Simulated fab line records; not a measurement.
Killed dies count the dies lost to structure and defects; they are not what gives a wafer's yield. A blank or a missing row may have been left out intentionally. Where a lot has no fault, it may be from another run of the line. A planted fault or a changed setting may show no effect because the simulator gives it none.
Chamber matching ; flow nand_harc ; cmp-03 running NHARC_P_M1_CMP_23: 4 sister chambers
The step polishes, t overpolish 20 s, target thk 157.82 nm. 18 wafers are shown with their chamber, then 9 later ones without.

== EACH WAFER AND ITS CHAMBER ==
wafer;chamber;motor_current_A (A);time_to_endpoint_s (s)
L076.3;1;10.4;22
L076.4;3;11.4;26
L076.6;2;12.5;32
L078.1;0;11.6;29
L078.3;1;10.9;22
L078.6;3;11.6;25
L085.3;3;11.9;31
L085.5;1;10.9;26
L085.6;0;11.8;34
L087.1;0;11.7;31
L087.5;3;12.1;27
L087.6;2;12.1;30
L086.2;1;11.6;26
L086.4;2;12.1;34
L086.6;1;10.6;25
L088.1;3;12.2;31
L088.3;1;10.7;26
L088.6;2;11.7;31

SIGNATURES (means of the wafers above)
reading;chamber 0;chamber 1;chamber 2;chamber 3;scatter within a chamber
motor_current_A;11.700;10.850;12.100;11.840;0.343
time_to_endpoint_s;31.33;24.50;31.75;28.00;2.28
Rule: for a wafer and a chamber, the distance is found by dividing, reading by reading, the gap between the wafer's reading and the chamber's mean by the reading's scatter, squaring, summing and taking the root. The wafer belongs to the nearest chamber; if the next one is less than 2 further off, it can't be placed. The scatter: take each reading less its chamber's mean, square it, sum over the shown wafers, divide by the number of wafers less the number of chambers, and take the root.

== WAFERS WHOSE CHAMBER IS MISSING ==
wafer;motor_current_A (A);time_to_endpoint_s (s)
L091.2;11.6;33
L091.5;11.8;29
L091.6;11.2;22
L093.2;11.6;25
L093.4;11.2;21
L093.5;12.8;31
L097.3;11.3;23
L097.4;11.9;26
L097.5;11.7;31

== CHAMBER TAKEN BY EACH ==
wafer;from the rows above;in truth
L091.2;can't be placed: 0 or 2 or 3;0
L091.5;can't be placed: 3 or 0 or 2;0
L091.6;can't be placed: 1 or 3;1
L093.2;can't be placed: 3 or 1 or 0 or 2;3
L093.4;can't be placed: 1 or 3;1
L093.5;can't be placed: 2 or 3 or 0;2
L097.3;can't be placed: 1 or 3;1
L097.4;can't be placed: 3 or 0 or 2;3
L097.5;can't be placed: 0 or 2 or 3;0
Correctly placed: 0 of 9. Cannot be placed on the basis of these rows: 9; the candidates contain the true chamber in 9. Placed wrongly: 0.
